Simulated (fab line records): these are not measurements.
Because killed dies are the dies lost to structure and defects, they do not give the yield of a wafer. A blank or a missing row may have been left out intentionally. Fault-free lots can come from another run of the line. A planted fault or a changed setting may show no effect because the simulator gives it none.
Split-lot experiment	flow n5Finfet	39 wafers read across 7 lots, on a route 1938 steps long

ABOUT THE SPLIT
At N5_SD_EPI_P_EPI_21 (deposits SiGe:B, time 355 s), the setting dopantConcCm3 was moved away from the recipe's 3e+20 on 15 of the 39 wafers read, by -12.1% to +14.6%. The other wafers ran this setting at the recipe's value.

FROM THE SPLIT TO THE READING: what the file shows between them, 5 steps
- N5_SD_EPI_P_HM_STRIP_48: strips SiNx in H3PO4, material SiNx, target depth 3 nm
- N5_SD_EPI_P_SRD_49: time 30 s
- N5_SD_EPI_P_PRECLEAN_24: cleans in O3/DIW, time 45 s
- N5_SD_ACTIVATION_RTA_00: time 0 s
- N5_SD_ACTIVATION_LSA_01: time 0.0008 s

THE READING
Measured at N5_SD_ACTIVATION_RS_MEAS_03 by four-point probe: RS_SD_P, in ohm/sq. Typical for fault-free wafers on this fab line: 55.9 ohm/sq, with standard deviation 0.83 ohm/sq.

wafer	tool, chamber at the split	dopantConcCm3 as run	against the recipe	RS_SD_P, ohm/sq	against lot-mates on the recipe
L074.1	epiRpcvd-03, 0	3e+20	recipe	56.2	-
L074.2	epiRpcvd-03, 0	3e+20	recipe	55.6	-
L074.3	epiRpcvd-03, 0	3e+20	recipe	55.7	-
L074.4	epiRpcvd-03, 0	3e+20	recipe	56.0	-
L074.5	epiRpcvd-03, 0	3e+20	recipe	55.8	-
L074.6	epiRpcvd-03, 0	3e+20	recipe	55.6	-
L075.1	epiRpcvd-01, 0	3.438e+20	+14.6%	50.2	-6.5
L075.2	epiRpcvd-01, 0	3e+20	recipe	56.7	-
L075.3	epiRpcvd-01, 0	3.438e+20	+14.6%	50.0	-6.7
L075.4	epiRpcvd-01, 0	3e+20	recipe	56.4	-
L075.5	epiRpcvd-01, 0	3e+20	recipe	57.0	-
L075.6	epiRpcvd-01, 0	3.438e+20	+14.6%	50.2	-6.5
L083.1	epiRpcvd-03, 0	3e+20	recipe	55.0	-
L083.2	epiRpcvd-03, 0	3e+20	recipe	54.3	-
L083.3	epiRpcvd-03, 0	2.638e+20	-12.1%	62.3	+7.3
L083.4	epiRpcvd-03, 0	3e+20	recipe	55.7	-
L083.5	epiRpcvd-03, 0	2.638e+20	-12.1%	62.2	+7.2
L083.6	epiRpcvd-03, 0	2.638e+20	-12.1%	61.5	+6.5
L084.1	epiRpcvd-04, 0	3e+20	recipe	56.0	-
L084.2	epiRpcvd-04, 0	3.136e+20	+4.5%	54.6	-1.2
L084.3	epiRpcvd-04, 0	3.136e+20	+4.5%	53.9	-1.9
L084.4	epiRpcvd-04, 0	3.136e+20	+4.5%	53.8	-2.0
L084.5	epiRpcvd-04, 0	3e+20	recipe	54.9	-
L084.6	epiRpcvd-04, 0	3e+20	recipe	56.6	-
L089.1	epiRpcvd-01, 0	2.791e+20	-7.0%	59.6	+3.6
L089.2	epiRpcvd-01, 0	2.791e+20	-7.0%	59.5	+3.5
L089.3	epiRpcvd-01, 0	3e+20	recipe	55.7	-
L089.4	epiRpcvd-01, 0	3e+20	recipe	56.6	-
L089.5	epiRpcvd-01, 0	3e+20	recipe	55.8	-
L089.6	epiRpcvd-01, 0	2.791e+20	-7.0%	59.8	+3.8
L093.1	epiRpcvd-03, 0	3e+20	recipe	56.1	-
L093.2	epiRpcvd-03, 0	3e+20	recipe	56.6	-
L093.5	epiRpcvd-03, 0	3e+20	recipe	56.3	-
L094.1	epiRpcvd-03, 0	2.744e+20	-8.5%	61.3	+5.3
L094.2	epiRpcvd-03, 0	3e+20	recipe	55.8	-
L094.3	epiRpcvd-03, 0	3e+20	recipe	55.9	-
L094.4	epiRpcvd-03, 0	3e+20	recipe	56.2	-
L094.5	epiRpcvd-03, 0	2.744e+20	-8.5%	60.6	+4.6
L094.6	epiRpcvd-03, 0	2.744e+20	-8.5%	61.0	+5.0

FIT RESULTS
A straight line over all 39 wafers: RS_SD_P changes by -0.465 ohm/sq for each +1% of dopantConcCm3; r = -0.98; the points scatter about the line by 0.64 ohm/sq.
The same after taking each lot's own level away (the mean of its wafers on the recipe; 39 wafers): -0.507 ohm/sq for each +1%; r = -0.99; scatter 0.5 ohm/sq.
The reading moves by 7.4 ohm/sq for the largest change in dopantConcCm3, on that fit.
From 55.00 to 56.70 ohm/sq: that is the span of the lots' own levels, equal to 2.0 times the standard deviation above.
So the lot-to-lot level changes the slope little: the two slopes agree.
Check: with one of the wafers moved furthest among these (+14.6%) left out of the fit, the line predicts -7.32 ohm/sq for it against its lot-mates. Against them it came out at -6.5 ohm/sq.

THE OTHER SPLITS THESE WAFERS WENT THROUGH
These wafers also went through other splits before the reading. Each is held against what the fit with the lots' levels taken away leaves over:
other split on the same wafers	wafers away from the commonest value	r with RS_SD_P (lot level and that fit taken away)
N5_SD_EPI_N_EPI_21 timeS	15	-0.15

FILE'S OWN FIT
RS_SD_P changes by -0.512 ohm/sq for each +1% of dopantConcCm3, r = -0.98.
